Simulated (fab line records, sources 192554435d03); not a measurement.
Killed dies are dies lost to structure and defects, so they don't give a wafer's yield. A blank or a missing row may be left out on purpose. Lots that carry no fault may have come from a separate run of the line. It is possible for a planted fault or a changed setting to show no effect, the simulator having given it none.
Split-lot experiment + flow n5-finfet + 39 wafers read from 7 lots, route of 1938 steps

THE SPLIT
At N5_BEOL_M7_ILD_DEP_00 (deposits SiCOH lowk from DEMS/porogen, target thk 179.75 nm, time 33.4 s), the setting time-s was moved away from the recipe's 33.4 s on 6 of the 39 wafers read, by -59.4% to -42.7%. All remaining wafers had this setting at the recipe value.

BETWEEN THE SPLIT AND THE READING: the file shows 1 step in between
- N5_BEOL_M7_CURE_74: cures SiCOH lowk, time 240 s

THE READING
M7_ILD_THK, in nm, at N5_BEOL_M7_THK_MEAS_01. A value of 155.9 nm with a standard deviation of 2 nm is what fault-free wafers of this fab line usually give.

| wafer  | tool, chamber at the split | time-s as run, s | against the recipe | M7_ILD_THK, nm | against lot-mates on the recipe |
|--------|----------------------------|------------------|--------------------|----------------|---------------------------------|
| L075.1 | pecvd-04, 2                | 33.4             | recipe             | 155.2          | -                               |
| L075.2 | pecvd-04, 1                | 33.4             | recipe             | 156.7          | -                               |
| L075.3 | pecvd-04, 0                | 33.4             | recipe             | 154.7          | -                               |
| L075.4 | pecvd-04, 1                | 19.14            | -42.7%             | 93.3           | -62.2                           |
| L075.5 | pecvd-04, 0                | 19.14            | -42.7%             | 92.2           | -63.3                           |
| L075.6 | pecvd-04, 2                | 19.14            | -42.7%             | 92.7           | -62.8                           |
| L083.1 | pecvd-04, 2                | 33.4             | recipe             | 154.6          | -                               |
| L083.2 | pecvd-04, 1                | 33.4             | recipe             | 156.4          | -                               |
| L083.6 | pecvd-04, 0                | 33.4             | recipe             | 157.8          | -                               |
| L085.1 | pecvd-01, 1                | 33.4             | recipe             | 151.1          | -                               |
| L085.2 | pecvd-01, 2                | 33.4             | recipe             | 152.0          | -                               |
| L085.3 | pecvd-01, 1                | 33.4             | recipe             | 153.4          | -                               |
| L085.4 | pecvd-01, 2                | 33.4             | recipe             | 154.3          | -                               |
| L085.5 | pecvd-01, 2                | 33.4             | recipe             | 154.9          | -                               |
| L085.6 | pecvd-01, 1                | 33.4             | recipe             | 154.8          | -                               |
| L086.1 | pecvd-03, 0                | 33.4             | recipe             | 154.7          | -                               |
| L086.2 | pecvd-03, 1                | 13.55            | -59.4%             | 65.0           | -90.0                           |
| L086.3 | pecvd-03, 2                | 33.4             | recipe             | 152.8          | -                               |
| L086.4 | pecvd-03, 1                | 13.55            | -59.4%             | 67.3           | -87.7                           |
| L086.5 | pecvd-03, 2                | 13.55            | -59.4%             | 65.2           | -89.8                           |
| L086.6 | pecvd-03, 0                | 33.4             | recipe             | 157.4          | -                               |
| L088.1 | pecvd-01, 1                | 33.4             | recipe             | 152.4          | -                               |
| L088.2 | pecvd-01, 2                | 33.4             | recipe             | 151.6          | -                               |
| L088.3 | pecvd-01, 1,2              | 33.4             | recipe             | 154.7          | -                               |
| L088.4 | pecvd-01, 1,2              | 33.4             | recipe             | 154.8          | -                               |
| L088.5 | pecvd-01, 2,1              | 33.4             | recipe             | 153.8          | -                               |
| L088.6 | pecvd-01, 2,1              | 33.4             | recipe             | 153.9          | -                               |
| L089.1 | pecvd-03, 2                | 33.4             | recipe             | 154.3          | -                               |
| L089.2 | pecvd-03, 1,0              | 33.4             | recipe             | 154.9          | -                               |
| L089.3 | pecvd-03, 1,0              | 33.4             | recipe             | 154.7          | -                               |
| L089.4 | pecvd-03, 0                | 33.4             | recipe             | 156.4          | -                               |
| L089.5 | pecvd-03, 1                | 33.4             | recipe             | 155.7          | -                               |
| L089.6 | pecvd-03, 2                | 33.4             | recipe             | 155.9          | -                               |
| L091.1 | pecvd-01, 2                | 33.4             | recipe             | 154.0          | -                               |
| L091.2 | pecvd-01, 1                | 33.4             | recipe             | 154.3          | -                               |
| L091.3 | pecvd-01, 0                | 33.4             | recipe             | 154.5          | -                               |
| L091.4 | pecvd-01, 0                | 33.4             | recipe             | 157.6          | -                               |
| L091.5 | pecvd-01, 1                | 33.4             | recipe             | 154.5          | -                               |
| L091.6 | pecvd-01, 2                | 33.4             | recipe             | 154.9          | -                               |
Where a row lists several chambers, the file gives one row for several wafers and doesn't say which wafer went through which chamber.

FIT RESULTS
A straight line over all 39 wafers: M7_ILD_THK changes by +1.48 nm for each +1% of time-s; r = +1.00; the points scatter about the line by 1.6 nm.
The same after taking each lot's own level away (the mean of its wafers on the recipe; 39 wafers): +1.49 nm for each +1%; r = +1.00; scatter 1.2 nm.
According to that fit, moving time-s by its largest amount changes the reading by 89 nm.
Measured against the standard deviation above, the lots' own levels, which go from 153.42 to 156.27 nm, span 1.4 times it.
Consequently the slope shifts little with the lot-to-lot level, the two slopes agreeing.
Check: with one of the wafers moved furthest among these (-59.4%) left out of the fit, the line predicts -88.2 nm for it against its lot-mates. It came out at -90 nm against them.

THESE WAFERS: OTHER SPLITS
Note: prior to the reading, these wafers also went through further splits. Each is held against what the fit with the lots' levels taken away leaves over:
| other split on the same wafers     | wafers away from the commonest value | r with M7_ILD_THK (lot level and that fit taken away) |
|------------------------------------|--------------------------------------|-------------------------------------------------------|
| N5_BEOL_M6_ILD_DEP_00 target-thk-a | 18                                   | -0.14                                                 |

THE WHOLE CHAIN: every reading that the file lists as answering this split, in the file's order
| step                   | what it does                                                             | reading                                                                                  | change (the file's fit)              | r (the file's) |
|------------------------|--------------------------------------------------------------------------|------------------------------------------------------------------------------------------|--------------------------------------|----------------|
| N5_BEOL_M7_ILD_DEP_00  | deposits SiCOH lowk from DEMS/porogen, target thk 179.75 nm, time 33.4 s | SiCOH_lowk_of_BEOL_M7_ILD_DEP_00.thk-nm (the simulator's own value, which no gauge read) | +1.72 nm for each +1% of the setting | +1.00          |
| N5_BEOL_M7_CURE_74     | cures SiCOH lowk, time 240 s                                             | SiCOH_lowk_of_BEOL_M7_ILD_DEP_00.thk-nm (the simulator's own value, which no gauge read) | +1.49 nm for each +1% of the setting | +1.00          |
| N5_BEOL_M7_THK_MEAS_01 |                                                                          | M7_ILD_THK                                                                               | +1.49 for each +1% of the setting    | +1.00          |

FILE'S OWN FIT
M7_ILD_THK changes by +1.49 nm for each +1% of time-s, r = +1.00.
